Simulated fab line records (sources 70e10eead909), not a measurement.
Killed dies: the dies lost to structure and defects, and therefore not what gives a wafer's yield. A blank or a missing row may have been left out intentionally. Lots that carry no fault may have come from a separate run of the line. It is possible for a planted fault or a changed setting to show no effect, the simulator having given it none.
fab line records -- flow nand-harc
[record] lots = 13, wafers = 38, last-day = 25
route steps=1159 shown P_CONTACT@218 END@1159
lots with no fault: from the same line, run without faults
start-h: hours from the record's opening day to when the first of the lot's shown wafers began -- wait-h: hours from the lot's prior step to this one -- " the same as in the row above -- L1.1+2: a row that stands for several wafers -- - either no value or no given start -- * or withheld: withheld -- < > ~ a bound
route shown NAME@n: names a module that has steps shown in the file, with the first one's number in the route -- usual: mean/standard deviation taken from wafers without a fault -- same: alike in all rows -- chamber/n: place in a boat -- sites: the reading at each site -- _std_site: the standard deviation of these -- _edge_site: the outer-site mean with the inner-site mean subtracted -- radius-mm: how far each site lies from the wafer's centre -- mask NAME#n: copy n -- behind: the last tool/chamber to shape the wafer -- hold: why the lot was held/for how many hours/how that ended -- device: which transistor (n, p or np) failed to switch -- end of line: tests of these same wafers at the route's end -- step lacking rows: just its recipe -- killed: at the first sort, the dies lost to defects and structure; wafer yield is something else -- map: shows each die of a wafer: x if killed, . if not, _ if none is there
set.NAME: the setting that was run; set.NAME@STEP: the one run at that earlier step -- model.NAME: the simulator's own value behind a step, which no gauge read
the route's steps for a sample of lots (tables are steps, rows are wafers)
services: from which hour (start-h, from the record's first day; less than 0 if before it) a tool's chamber was out of use, for how many hours, and why
[[steps]]
[step NHARC_P_CONTACT_DEP_00]
[recipe] target-thk-a = 5000, temp-c = 400, pressure-torr = 6.5, rf-w = 900, teos-flow-sccm = 161.4, flow-sccm = 2650, target-thk-nm = 500, gas = O2, material = SiO2
[usual] flow-sccm = 2651/7.5, heater-power-outer-w = 282/62, heater-power-w = 517/87, throttle-valve-pct = 16.3/0.49
lot.wafer,tool,chamber,start-h,wait-h,flow-sccm,heater-power-outer-w,heater-power-w,throttle-valve-pct
L377.1,pecvd-04,1,-,-,2646,226,480,16.3
L377.2,pecvd-04,0,-,-,2655,191,368,16.4
L377.6,pecvd-04,1,-,-,2642,251,505,15.7
L378.2,pecvd-04,2,-,-,2643,289,521,16.8
L378.5,pecvd-04,0,-,-,2650,190,374,16.6
L378.4,pecvd-04,2,-,-,2661,300,552,16.8
L380.2,pecvd-02,2,-,-,2653,293,472,15.8
L380.4,pecvd-02,0,-,-,2645,280,536,16.4
L380.6,pecvd-02,2,-,-,2655,318,481,15.7
L379.3,pecvd-02,1,-,-,2641,307,591,16.6
L379.1,pecvd-02,2,-,-,2648,231,397,15.9
L379.6,pecvd-02,2,-,-,2662,264,423,15.8
L387.2,pecvd-02,2,-,-,2648,324,504,15.8
L387.1,pecvd-02,1,-,-,2655,325,628,16.0
L387.6,pecvd-02,1,-,-,2653,216,486,16.0
L389.2,pecvd-04,2,-,-,2646,250,493,16.7
L389.1,pecvd-04,0,-,-,2661,158,324,17.2
L391.3,pecvd-04,0,-,-,2645,195,382,16.8
L391.1,pecvd-04,1,-,-,2648,220,473,16.5
L391.4,pecvd-04,2,-,-,2659,308,561,16.9
L392.2,pecvd-03,1,-,-,2652,315,552,15.9
L392.6,pecvd-03,1,-,-,2637,351,600,15.7
L392.4,pecvd-03,2,-,-,2669,391,672,16.8
L394.1,pecvd-02,2,-,-,2647,345,549,15.4
L394.3,pecvd-02,0,-,-,2668,288,514,16.4
L394.5,pecvd-02,0,-,-,2654,297,556,16.2
L396.2,pecvd-03,1,-,-,2641,299,543,15.9
L396.3,pecvd-03,2,-,-,2646,404,685,16.7
L396.5,pecvd-03,2,-,-,2644,430,726,16.5
L399.1,pecvd-03,2,-,-,2650,407,694,16.5
L399.5,pecvd-03,1,-,-,2655,392,678,16.3
L399.6,pecvd-03,2,-,-,2648,422,695,17.0
L398.1,pecvd-02,0,-,-,2649,219,444,16.5
L398.4,pecvd-02,0,-,-,2645,246,474,16.5
L398.6,pecvd-02,1,-,-,2653,297,586,15.9
L400.2,pecvd-04,2,-,-,2637,264,521,16.5
L400.4,pecvd-04,2,-,-,2642,292,554,16.7
L400.5,pecvd-04,0,-,-,2648,206,390,16.5
[step NHARC_P_CONTACT_CMP_01]
[recipe] target-thk-nm = 200, material = SiO2
[usual] motor-current-A = 11.9/0.8
lot.wafer,tool,chamber,start-h,wait-h,motor-current-A
L377.2,cmp-02,2,110.94,-,12.3
L377.1,cmp-02,0,110.94,-,12.7
L377.6,cmp-02,1,110.94,-,10.7
L378.2,cmp-01,1,111.68,-,12.3
L378.4,cmp-01,0,111.68,-,11.4
L378.5,cmp-01,1,111.68,-,13.0
L380.4,cmp-03,2,124.45,-,12.2
L380.2,cmp-03,0,124.45,-,11.1
L380.6,cmp-03,2,124.45,-,11.3
L379.3,cmp-03,2,131.61,-,12.0
L379.1,cmp-03,3,131.61,-,12.9
L379.6,cmp-03,2,131.61,-,11.3
L387.2,cmp-03,0,168.39,-,9.9
L387.1,cmp-03,1,168.39,-,10.9
L387.6,cmp-03,3,168.39,-,12.3
L389.2,cmp-01,3,185.66,-,11.5
L389.1,cmp-01,0,185.66,-,11.9
L391.1,cmp-01,1,195.58,-,13.2
L391.4,cmp-01,2,195.58,-,11.8
L391.3,cmp-01,0,195.58,-,11.4
L392.2,cmp-02,3,195.93,-,13.1
L392.4,cmp-02,0,195.93,-,12.4
L392.6,cmp-02,1,195.93,-,10.5
L394.3,cmp-02,3,211.67,-,12.5
L394.1,cmp-02,0,211.67,-,12.6
L394.5,cmp-02,2,211.67,-,11.9
L396.2,cmp-01,0,230.46,-,11.7
L396.3,cmp-01,3,230.46,-,10.9
L396.5,cmp-01,0,230.46,-,11.9
L399.1,cmp-03,1,239.05,-,11.0
L399.5,cmp-03,1,239.05,-,11.5
L399.6,cmp-03,2,239.05,-,11.0
L398.4,cmp-01,2,239.57,-,12.1
L398.1,cmp-01,3,239.57,-,11.1
L398.6,cmp-01,1,239.57,-,13.0
L400.4,cmp-01,0,251.02,-,11.6
L400.2,cmp-01,1,251.02,-,12.0
L400.5,cmp-01,2,251.02,-,11.7
[step NHARC_P_CONTACT_PEB_10]
[recipe] peb-temp-c = 100, peb-time-s = 65
[usual] heater-power-total-W = 156.5/0.42, plate-temp-C = 99.99/0.14
lot.wafer,tool,chamber,start-h,wait-h,heater-power-total-W,plate-temp-C
L377.1,litho-track-04,0,111.66,0.1,156.4,100.04
L377.2,litho-track-04,0,111.66,0.1,156.0,100.29
L377.6,litho-track-04,0,111.66,0.1,156.7,99.96
L378.2,litho-track-06,0,112.44,0.1,156.0,99.73
L378.4,litho-track-06,0,112.44,0.1,156.3,99.82
L378.5,litho-track-06,0,112.44,0.1,157.1,99.75
L380.2,litho-track-01,0,125.08,0.1,156.7,99.99
L380.4,litho-track-01,0,125.08,0.1,156.5,99.99
L380.6,litho-track-01,0,125.08,0.1,156.3,99.87
L379.1,litho-track-06,0,132.35,0.1,156.9,99.90
L379.3,litho-track-06,0,132.35,0.1,157.0,99.96
L379.6,litho-track-06,0,132.35,0.1,155.9,100.16
L387.1,litho-track-01,0,168.99,0.1,156.2,100.21
L387.2,litho-track-01,0,168.99,0.1,156.3,100.09
L387.6,litho-track-01,0,168.99,0.1,156.1,100.01
L389.1,litho-track-06,0,186.29,0.1,155.3,99.35
L389.2,litho-track-06,0,186.29,0.1,155.8,99.21
L391.1,litho-track-01,0,196.21,0.1,156.1,99.70
L391.3,litho-track-01,0,196.21,0.1,156.2,99.81
L391.4,litho-track-01,0,196.21,0.1,157.0,99.98
L392.2,litho-track-04,0,196.63,0.1,156.8,100.04
L392.4,litho-track-04,0,196.63,0.1,156.9,99.88
L392.6,litho-track-04,0,196.63,0.1,156.7,100.02
L394.1,litho-track-01,0,212.29,0.1,156.6,99.74
L394.3,litho-track-01,0,212.29,0.1,156.4,100.12
L394.5,litho-track-01,0,212.29,0.1,156.4,99.99
L396.2,litho-track-01,0,231.21,0.1,156.6,99.91
L396.3,litho-track-01,0,231.21,0.1,157.1,99.87
L396.5,litho-track-01,0,231.21,0.1,156.2,99.81
L399.1,litho-track-01,0,239.84,0.1,156.3,99.98
L399.5,litho-track-01,0,239.84,0.1,156.0,100.19
L399.6,litho-track-01,0,239.84,0.1,156.2,100.18
L398.1,litho-track-01,0,240.15,0.1,157.2,100.22
L398.4,litho-track-01,0,240.15,0.1,156.8,100.08
L398.6,litho-track-01,0,240.15,0.1,156.8,99.89
L400.2,litho-track-04,0,251.74,0.1,155.9,99.92
L400.4,litho-track-04,0,251.74,0.1,157.0,99.99
L400.5,litho-track-04,0,251.74,0.1,156.8,100.02
[step NHARC_P_CONTACT_DESCUM_17]
[recipe] time-s = 3, o2-flow-sccm = 200, ar-flow-sccm = 0, bias-power-w = 0, chemistry = O2
[usual] drypump-motor-current-A = 5.7/0.49, oes-product-au = 1.002/0.013, rf-vpp-V = 57.8/0.92, showerhead-plenum-p-Torr = 1.93/0.072, throttle-valve-pct = 11.311/0.0087
lot.wafer,tool,chamber,start-h,wait-h,drypump-motor-current-A,oes-product-au,rf-hours-counter-h,rf-vpp-V,showerhead-plenum-p-Torr,throttle-valve-pct
L377.1,rie-diel-10,2,111.94,0.1,5.0,0.997,10,58.0,1.88,11.317
L377.2,rie-diel-10,3,111.94,0.1,5.4,0.984,11,58.9,1.95,11.303
L377.6,rie-diel-10,2,111.94,0.1,4.9,0.993,-,57.3,1.88,11.319
L378.2,rie-diel-02,1,112.72,0.1,6.5,1.013,12,57.2,1.86,11.305
L378.4,rie-diel-02,3,112.72,0.1,5.8,0.997,14,57.2,1.93,11.317
L378.5,rie-diel-02,1,112.72,0.1,6.5,1.004,-,57.3,1.86,11.313
L380.4,rie-diel-02,3,125.34,0.1,5.7,0.999,15,57.4,1.93,11.311
L380.2,rie-diel-02,2,125.34,0.1,5.9,1.008,12,59.0,2.05,11.319
L380.6,rie-diel-02,0,125.34,0.1,5.9,1.011,-,57.9,2.03,11.303
L379.3,rie-diel-10,2,132.63,0.1,5.0,0.998,12,56.4,1.88,11.319
L379.1,rie-diel-10,0,132.63,0.1,5.7,1.028,13,57.2,1.81,11.311
L379.6,rie-diel-10,1,132.63,0.1,5.7,1.001,-,58.1,1.93,11.305
L387.1,rie-diel-02,0,169.27,0.1,5.9,1.021,1,58.5,2.03,11.316
L387.2,rie-diel-02,1,169.27,0.1,6.5,0.984,1,56.5,1.86,11.289
L387.6,rie-diel-02,0,169.27,0.1,5.9,1.025,-,59.8,2.03,11.320
L389.2,rie-diel-02,2,186.56,0.1,5.9,1.001,2,58.0,2.04,11.323
L389.1,rie-diel-02,0,186.56,0.1,5.9,1.030,2,58.0,2.03,11.312
L391.4,rie-diel-10,2,196.48,0.1,5.0,1.016,1,56.1,1.88,11.312
L391.1,rie-diel-10,3,196.48,0.1,5.4,1.001,1,56.9,1.95,11.313
L391.3,rie-diel-10,0,196.48,0.1,5.7,1.020,1,57.0,1.80,11.314
L392.2,rie-diel-04,3,196.91,0.1,5.6,1.018,24,59.1,1.81,11.307
L392.4,rie-diel-04,0,196.91,0.1,6.7,0.992,25,58.4,1.96,11.309
L392.6,rie-diel-04,1,196.91,0.1,4.7,0.999,-,56.8,1.92,11.309
L394.3,rie-diel-10,0,212.56,0.1,5.7,1.001,2,57.0,1.80,11.326
L394.1,rie-diel-10,3,212.56,0.1,5.4,1.000,2,58.1,1.94,11.312
L394.5,rie-diel-10,1,212.56,0.1,5.7,0.972,-,58.5,1.93,11.309
L396.2,rie-diel-10,2,231.48,0.1,5.0,1.008,5,57.1,1.87,11.313
L396.3,rie-diel-10,1,231.48,0.1,5.6,0.993,4,59.0,1.93,11.308
L396.5,rie-diel-10,3,231.48,0.1,5.5,0.993,-,59.4,1.94,11.321
L399.1,rie-diel-02,2,240.10,0.1,5.9,0.992,8,58.3,2.04,11.316
L399.6,rie-diel-02,2,240.10,0.1,5.9,0.999,-,58.3,2.04,11.313
L399.5,rie-diel-02,3,240.10,0.1,5.8,1.010,-,60.3,1.93,11.315
L398.1,rie-diel-04,2,240.43,0.1,5.6,0.997,44,58.8,1.95,11.306
L398.4,rie-diel-04,3,240.43,0.1,5.6,1.024,43,57.8,1.80,11.328
L398.6,rie-diel-04,1,240.43,0.1,4.7,1.014,-,57.1,1.92,11.332
L400.4,rie-diel-10,1,252.03,0.1,5.6,1.000,5,57.0,1.93,11.317
L400.2,rie-diel-10,3,252.03,0.1,5.4,0.990,6,58.1,1.94,11.320
L400.5,rie-diel-10,0,252.03,0.1,5.7,1.009,-,56.5,1.80,11.311
[step NHARC_END_SORT_01]
[recipe] temp-c = 25
[usual] killed-at-array = 24/8.7, killed-at-other = 0.8/1.2, killed-at-periphery = 3.6/2.3, killed-dies = 28/8.9, killed-open = 3.2/1.9, killed-short = 2.0/1.6
[same] gross-dies = 677
lot.wafer,tool,chamber,start-h,wait-h,killed-at-array,killed-at-other,killed-at-periphery,killed-dies,killed-open,killed-short
L377.1,prober-02,0,464.84,2.5,28,1,2,31,2,2
L377.2,prober-02,0,465.64,2.8,23,0,2,25,4,1
L377.6,prober-02,0,468.85,4.0,17,0,2,19,1,3
L378.2,prober-01,0,465.41,2.8,12,0,0,12,1,0
L378.4,prober-01,0,467.01,3.4,14,0,1,15,3,2
L378.5,prober-01,0,467.80,3.7,18,0,0,18,2,0
L379.1,prober-01,0,472.38,2.5,26,1,5,32,3,6
L379.3,prober-01,0,473.97,3.1,18,0,1,19,5,1
L379.6,prober-01,0,476.35,4.0,17,0,5,22,6,0
L380.2,prober-02,0,473.42,2.8,27,0,3,30,4,2
L380.4,prober-02,0,474.97,3.3,27,1,4,32,1,5
L380.6,prober-02,0,476.52,3.9,26,1,1,28,5,3
L387.1,prober-01,0,496.70,2.5,32,0,4,36,3,0
L387.2,prober-01,0,497.50,2.8,28,0,5,33,4,2
L387.6,prober-01,0,500.69,4.0,39,0,5,44,1,0
L394.1,prober-02,0,546.14,2.5,31,0,1,32,0,1
L394.3,prober-02,0,547.75,3.1,36,0,1,37,1,3
L394.5,prober-02,0,549.37,3.7,30,0,0,30,2,1
L391.1,prober-01,0,553.93,2.5,31,1,0,32,1,0
L391.3,prober-01,0,555.50,3.1,42,1,1,44,3,0
L391.4,prober-01,0,556.29,3.4,42,0,3,45,8,1
L389.1,prober-02,0,553.94,2.5,26,4,4,34,3,4
L389.2,prober-02,0,554.76,2.8,29,2,10,41,6,3
L392.2,prober-01,0,562.53,2.8,36,1,2,39,5,3
L392.4,prober-01,0,564.14,3.4,28,0,1,29,2,5
L392.6,prober-01,0,565.75,4.0,34,2,3,39,1,4
L399.1,prober-01,0,577.35,2.5,18,2,0,20,2,0
L399.5,prober-01,0,580.56,3.7,18,0,1,19,0,1
L399.6,prober-01,0,581.37,4.0,26,0,2,28,3,7
L396.2,prober-02,0,578.21,2.8,21,0,5,26,1,1
L396.3,prober-02,0,579.01,3.1,24,1,3,28,3,1
L396.5,prober-02,0,580.62,3.7,29,0,3,32,4,1
L398.1,prober-02,0,585.23,2.5,25,3,2,30,4,1
L398.4,prober-02,0,587.64,3.4,15,3,4,22,3,2
L398.6,prober-02,0,589.24,4.0,16,3,3,22,3,0
L400.2,prober-01,0,585.93,2.8,17,5,5,27,1,3
L400.4,prober-01,0,587.50,3.3,13,6,6,25,1,3
L400.5,prober-01,0,588.28,3.6,19,3,6,28,2,2
// killed by level:class
L377.1 A_SLIT:chamber-film-flake=13 A_M1:chamber-film-flake=4 A_CHANNEL_HOLE_D1:chamber-film-flake=3 A_STAIRCASE:chamber-film-flake=2 A_CONTACT:chamber-film-flake=2 P_CONTACT:geometric-particle:short=1 A_CHANNEL_FILL_D1:geometric-particle:short=1 A_CHANNEL_FILL_D1:geometric-particle:open=1
L378.2 A_SLIT:chamber-film-flake=5 A_STAIRCASE:chamber-film-flake=3 A_CONTACT:chamber-film-flake=2 A_CONTACT:geometric-particle:open=1 A_CHANNEL_HOLE_D1:chamber-film-flake=1
L377.2 A_SLIT:chamber-film-flake=10 A_CONTACT:chamber-film-flake=6 A_M1:chamber-film-flake=4 A_CONTACT:geometric-particle:open=2 P_CONTACT:geometric-particle:open=1 P_M0:geometric-particle:short=1 A_SOURCE_PLATE:geometric-particle:open=1
L378.4 A_CHANNEL_HOLE_D1:chamber-film-flake=4 A_SLIT:chamber-film-flake=3 A_CHANNEL_FILL_D1:geometric-particle:open=1 A_SGD_CUT:geometric-particle:open=1 A_WL_FILL:geometric-particle:short=1 A_CONTACT:geometric-particle:open=1 A_CONTACT:geometric-particle:short=1 P_ZERO_WELL:chamber-film-flake=1
L378.5 A_SLIT:chamber-film-flake=8 A_CHANNEL_HOLE_D1:chamber-film-flake=5 A_CONTACT:chamber-film-flake=2 A_ONON_D1:geometric-particle:open=1 A_CHANNEL_HOLE_D1:geometric-particle:open=1 A_STAIRCASE:chamber-film-flake=1
L377.6 A_SLIT:chamber-film-flake=11 A_CONTACT:chamber-film-flake=2 P_STI:geometric-particle:short=1 P_BONDPAD:geometric-particle:short=1 A_CHANNEL_FILL_D1:geometric-particle:open=1 A_SGD_CUT:geometric-particle:short=1 A_CHANNEL_HOLE_D1:chamber-film-flake=1 A_STAIRCASE:chamber-film-flake=1
L379.1 A_SLIT:chamber-film-flake=7 A_CHANNEL_HOLE_D1:chamber-film-flake=4 A_CONTACT:chamber-film-flake=4 A_STAIRCASE:chamber-film-flake=3 P_M1:chamber-film-flake=2 P_CONTACT:geometric-particle:short=1 A_ONON_D1:geometric-particle:open=1 A_ONON_D1:geometric-particle:short=1
L380.2 A_SLIT:chamber-film-flake=10 A_CHANNEL_HOLE_D1:chamber-film-flake=9 A_SGD_CUT:geometric-particle:short=2 A_CONTACT:geometric-particle:open=2 P_STI:chamber-film-flake=2 P_GATE:geometric-particle:open=1 A_WL_FILL:geometric-particle:open=1 A_CHANNEL_FILL_D1:chamber-film-flake=1
L379.3 A_SLIT:chamber-film-flake=6 A_STAIRCASE:chamber-film-flake=3 A_CONTACT:chamber-film-flake=2 P_GATE:geometric-particle:short=1 A_CHANNEL_HOLE_D1:geometric-particle:open=1 A_CHANNEL_FILL_D1:geometric-particle:open=1 A_SGD_CUT:geometric-particle:open=1 A_BLC:geometric-particle:open=1
L380.4 A_CHANNEL_HOLE_D1:chamber-film-flake=13 A_SLIT:chamber-film-flake=7 P_STI:chamber-film-flake=4 A_ONON_D1:geometric-particle:short=2 A_CONTACT:chamber-film-flake=2 A_BLC:geometric-particle:open=1 A_BLC:geometric-particle:short=1 A_M1:geometric-particle:short=1
L379.6 A_SLIT:chamber-film-flake=6 A_CHANNEL_HOLE_D1:chamber-film-flake=2 A_STAIRCASE:chamber-film-flake=2 A_CONTACT:chamber-film-flake=2 P_GATE:geometric-particle:open=1 P_CONTACT:geometric-particle:open=1 P_M2:geometric-particle:open=1 A_CHANNEL_HOLE_D1:geometric-particle:open=1
L380.6 A_SLIT:chamber-film-flake=8 A_CHANNEL_HOLE_D1:chamber-film-flake=7 A_STAIRCASE:chamber-film-flake=4 A_BLC:geometric-particle:open=2 A_SOURCE_PLATE:geometric-particle:open=1 A_CHANNEL_FILL_D1:geometric-particle:short=1 A_WL_FILL:geometric-particle:short=1 A_BLC:geometric-particle:short=1
L387.1 A_CHANNEL_HOLE_D1:chamber-film-flake=18 A_SLIT:chamber-film-flake=8 P_BONDPAD:chamber-film-flake=4 A_STAIRCASE:chamber-film-flake=2 A_CHANNEL_HOLE_D1:geometric-particle:open=1 A_CHANNEL_FILL_D1:geometric-particle:open=1 A_M0:geometric-particle:open=1 A_WL_FILL:chamber-film-flake=1
L387.2 A_CHANNEL_HOLE_D1:chamber-film-flake=12 A_SLIT:chamber-film-flake=10 P_M2:chamber-film-flake=2 P_GATE:geometric-particle:open=1 P_CONTACT:geometric-particle:open=1 A_WL_FILL:geometric-particle:short=1 A_CONTACT:geometric-particle:short=1 A_CONTACT:geometric-particle:open=1
L387.6 A_CHANNEL_HOLE_D1:chamber-film-flake=16 A_SLIT:chamber-film-flake=12 A_STAIRCASE:chamber-film-flake=6 P_BONDPAD:chamber-film-flake=3 A_CONTACT:chamber-film-flake=3 A_WL_FILL:chamber-film-flake=2 P_GATE:geometric-particle:open=1 P_M2:chamber-film-flake=1
L394.1 A_CHANNEL_HOLE_D1:chamber-film-flake=22 A_SLIT:chamber-film-flake=9 P_CONTACT:geometric-particle:short=1
L394.3 A_CHANNEL_HOLE_D1:chamber-film-flake=17 A_SLIT:chamber-film-flake=13 A_ONON_D1:geometric-particle:short=1 A_CHANNEL_FILL_D1:geometric-particle:short=1 A_CONTACT:geometric-particle:short=1 A_CONTACT:geometric-particle:open=1 P_M0:chamber-film-flake=1 A_STAIRCASE:chamber-film-flake=1
L394.5 A_CHANNEL_HOLE_D1:chamber-film-flake=13 A_SLIT:chamber-film-flake=11 A_CHANNEL_FILL_D1:geometric-particle:open=1 A_BLC:geometric-particle:short=1 A_M1:geometric-particle:open=1 A_CHANNEL_FILL_D1:chamber-film-flake=1 A_WL_FILL:chamber-film-flake=1 A_BLC:chamber-film-flake=1
L391.1 A_CHANNEL_HOLE_D1:chamber-film-flake=15 A_SLIT:chamber-film-flake=10 A_CONTACT:chamber-film-flake=3 A_M0:chamber-film-flake=2 A_SGD_CUT:geometric-particle:open=1 THIN_TSV:chamber-film-flake=1
L389.1 A_CHANNEL_HOLE_D1:chamber-film-flake=13 A_CONTACT:chamber-film-flake=5 THIN_TSV:chamber-film-flake=4 A_CHANNEL_FILL_D1:geometric-particle:short=3 P_M1:chamber-film-flake=3 A_CHANNEL_FILL_D1:geometric-particle:open=1 A_WL_FILL:geometric-particle:open=1 A_CONTACT:geometric-particle:open=1
L389.2 A_CHANNEL_HOLE_D1:chamber-film-flake=10 P_M1:chamber-film-flake=6 A_CONTACT:chamber-film-flake=5 A_M0:chamber-film-flake=4 A_CONTACT:geometric-particle:open=3 THIN_TSV:chamber-film-flake=2 P_M0:geometric-particle:short=1 P_M0:geometric-particle:open=1
L391.3 A_SLIT:chamber-film-flake=22 A_CHANNEL_HOLE_D1:chamber-film-flake=13 A_ZERO_WELL:chamber-film-flake=2 A_CONTACT:chamber-film-flake=2 P_M1:geometric-particle:open=1 A_SGD_CUT:geometric-particle:open=1 A_BLC:geometric-particle:open=1 A_STAIRCASE:chamber-film-flake=1
L391.4 A_CHANNEL_HOLE_D1:chamber-film-flake=16 A_SLIT:chamber-film-flake=15 A_BLC:geometric-particle:open=3 A_CONTACT:chamber-film-flake=2 P_CONTACT:geometric-particle:open=1 P_M0:geometric-particle:open=1 A_ONON_D1:geometric-particle:short=1 A_ONON_D1:geometric-particle:open=1
L392.2 A_SLIT:chamber-film-flake=18 A_CHANNEL_HOLE_D1:chamber-film-flake=8 A_CONTACT:geometric-particle:open=3 A_CONTACT:chamber-film-flake=3 P_M1:geometric-particle:open=1 P_M2:geometric-particle:short=1 A_ONON_D1:geometric-particle:short=1 A_CHANNEL_FILL_D1:geometric-particle:open=1
L392.4 A_SLIT:chamber-film-flake=12 A_CHANNEL_HOLE_D1:chamber-film-flake=6 A_STAIRCASE:chamber-film-flake=3 A_ONON_D1:geometric-particle:short=2 P_M0:geometric-particle:short=1 A_CHANNEL_FILL_D1:geometric-particle:open=1 A_STAIRCASE:geometric-particle:short=1 A_CONTACT:geometric-particle:open=1
L392.6 A_SLIT:chamber-film-flake=15 A_CHANNEL_HOLE_D1:chamber-film-flake=13 P_GATE:geometric-particle:short=2 A_STAIRCASE:chamber-film-flake=2 THIN_TSV:chamber-film-flake=2 A_WL_FILL:geometric-particle:short=1 A_BLC:geometric-particle:open=1 A_M1:geometric-particle:short=1
L399.1 A_CHANNEL_HOLE_D1:chamber-film-flake=7 A_CONTACT:chamber-film-flake=3 A_BLC:geometric-particle:open=1 A_M0:geometric-particle:open=1 A_ZERO_WELL:chamber-film-flake=1 A_CHANNEL_FILL_D1:chamber-film-flake=1 A_STAIRCASE:chamber-film-flake=1 A_SGD_CUT:chamber-film-flake=1
L396.2 A_CHANNEL_HOLE_D1:chamber-film-flake=15 A_CHANNEL_FILL_D1:chamber-film-flake=3 P_GATE:chamber-film-flake=2 A_ZERO_WELL:chamber-film-flake=2 P_CONTACT:geometric-particle:short=1 P_M0:geometric-particle:open=1 P_ZERO_WELL:chamber-film-flake=1 A_BONDPAD:chamber-film-flake=1
L396.3 A_CHANNEL_HOLE_D1:chamber-film-flake=16 P_GATE:chamber-film-flake=2 A_CHANNEL_FILL_D1:chamber-film-flake=1 A_SGD_CUT:geometric-particle:short=1 A_SGD_CUT:geometric-particle:open=1 A_CONTACT:geometric-particle:open=1 A_BLC:geometric-particle:open=1 P_ZERO_WELL:chamber-film-flake=1
L399.5 A_CHANNEL_HOLE_D1:chamber-film-flake=12 A_CHANNEL_FILL_D1:chamber-film-flake=3 A_ONON_D1:geometric-particle:short=1 P_ZERO_WELL:chamber-film-flake=1 A_ZERO_WELL:chamber-film-flake=1 A_CONTACT:chamber-film-flake=1
L396.5 A_CHANNEL_HOLE_D1:chamber-film-flake=18 A_STAIRCASE:chamber-film-flake=3 P_M0:geometric-particle:open=1 A_CHANNEL_HOLE_D1:geometric-particle:open=1 A_CHANNEL_FILL_D1:geometric-particle:open=1 A_WL_FILL:geometric-particle:short=1 A_CONTACT:geometric-particle:open=1 P_ZERO_WELL:chamber-film-flake=1
L399.6 A_CHANNEL_HOLE_D1:chamber-film-flake=10 A_STAIRCASE:chamber-film-flake=5 A_ONON_D1:geometric-particle:short=2 A_WL_FILL:geometric-particle:short=2 A_CHANNEL_FILL_D1:chamber-film-flake=2 P_M0:geometric-particle:short=1 P_M0:geometric-particle:open=1 A_CHANNEL_HOLE_D1:geometric-particle:short=1
L398.1 A_CHANNEL_HOLE_D1:chamber-film-flake=12 A_CONTACT:chamber-film-flake=6 THIN_TSV:chamber-film-flake=2 P_M0:geometric-particle:open=1 A_SOURCE_PLATE:geometric-particle:open=1 A_SGD_CUT:geometric-particle:open=1 A_M0:geometric-particle:short=1 P_STI:chamber-film-flake=1
L400.2 A_CONTACT:chamber-film-flake=8 THIN_TSV:chamber-film-flake=5 A_CHANNEL_FILL_D1:chamber-film-flake=3 A_STAIRCASE:chamber-film-flake=3 P_STI:chamber-film-flake=2 P_STI:geometric-particle:short=1 A_SLIT:geometric-particle:short=1 A_CONTACT:geometric-particle:short=1
L400.4 A_CONTACT:chamber-film-flake=7 THIN_TSV:chamber-film-flake=6 P_STI:chamber-film-flake=3 P_ZERO_WELL:chamber-film-flake=2 A_ONON_D1:geometric-particle:open=1 A_ONON_D1:geometric-particle:short=1 A_CHANNEL_FILL_D1:geometric-particle:short=1 A_BLC:geometric-particle:short=1
L398.4 A_CHANNEL_HOLE_D1:chamber-film-flake=8 THIN_TSV:chamber-film-flake=3 P_M1:geometric-particle:open=2 P_ZERO_WELL:chamber-film-flake=2 A_STAIRCASE:chamber-film-flake=2 A_SOURCE_PLATE:geometric-particle:short=1 A_CHANNEL_HOLE_D1:geometric-particle:short=1 A_BLC:geometric-particle:open=1
L400.5 A_CONTACT:chamber-film-flake=9 A_CHANNEL_FILL_D1:chamber-film-flake=5 P_STI:chamber-film-flake=3 A_STAIRCASE:chamber-film-flake=2 THIN_TSV:chamber-film-flake=2 P_GATE:geometric-particle:short=1 P_CONTACT:geometric-particle:open=1 A_STAIRCASE:geometric-particle:open=1
L398.6 A_CHANNEL_HOLE_D1:chamber-film-flake=8 A_STAIRCASE:chamber-film-flake=4 THIN_TSV:chamber-film-flake=3 A_CONTACT:chamber-film-flake=2 P_GATE:geometric-particle:open=1 A_CONTACT:geometric-particle:open=1 A_M0:geometric-particle:open=1 P_STI:chamber-film-flake=1
[[services]]
tool,chamber,start-h,hours,kind
cmp-01,-,88.28,4.0,pm
litho-track-01,-,93.00,7.0,pm
rie-diel-02,2,94.90,9.8,repair
rie-diel-02,3,102.63,5.1,repair
pecvd-02,-,103.13,0.9,repair
rie-diel-10,2,112.56,2.2,repair
cmp-03,-,113.98,2.4,repair
rie-diel-02,-,150.78,9.0,pm
pecvd-02,-,153.11,13.0,pm
cmp-03,-,156.00,4.0,pm
pecvd-02,1,169.26,6.8,repair
rie-diel-10,-,176.50,9.0,pm
cmp-03,-,185.58,1.0,repair
cmp-01,-,186.28,4.0,pm
cmp-01,-,192.63,0.6,repair
pecvd-04,-,195.36,13.0,pm
rie-diel-10,1,204.97,3.9,repair
rie-diel-10,0,217.32,19.7,repair
rie-diel-02,1,219.32,3.7,repair
rie-diel-02,1,223.10,4.4,repair
cmp-01,-,224.70,2.0,repair
rie-diel-10,1,226.61,1.7,repair
cmp-01,-,233.93,1.0,repair
pecvd-02,-,248.97,0.4,repair
[[key]]
[first-sign] step = NHARC_P_CONTACT_PEB_10, reading = plate-temp-C, direction = down, sigmas = 5.1, usual = *, struck = *
effect none on later readings
met-at NHARC_P_CONTACT_PEB_10
struck-lots L389
tester-left-out L389
not-acting-at NHARC_P_CONTACT_DEP_00,NHARC_P_CONTACT_CMP_01,NHARC_P_CONTACT_DESCUM_17
onset-between 132.35 186.29
[fault] kind = process-parameter-drift, tool = litho-track-06, chamber = -, onset-h = 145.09, steps = NHARC_P_CONTACT_PEB_10, channel = peb-temp-c, offset = *, shape = step, end-h = 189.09, acts-in = *, stated = *
// tester-left-out: of these lots the tester's yield and bins aren't shown, on N5 and GAA mostly nor the transistor test; their killed dies are dies lost to structure and defects alone, not to doping, threshold or leakage, so they don't give the yield
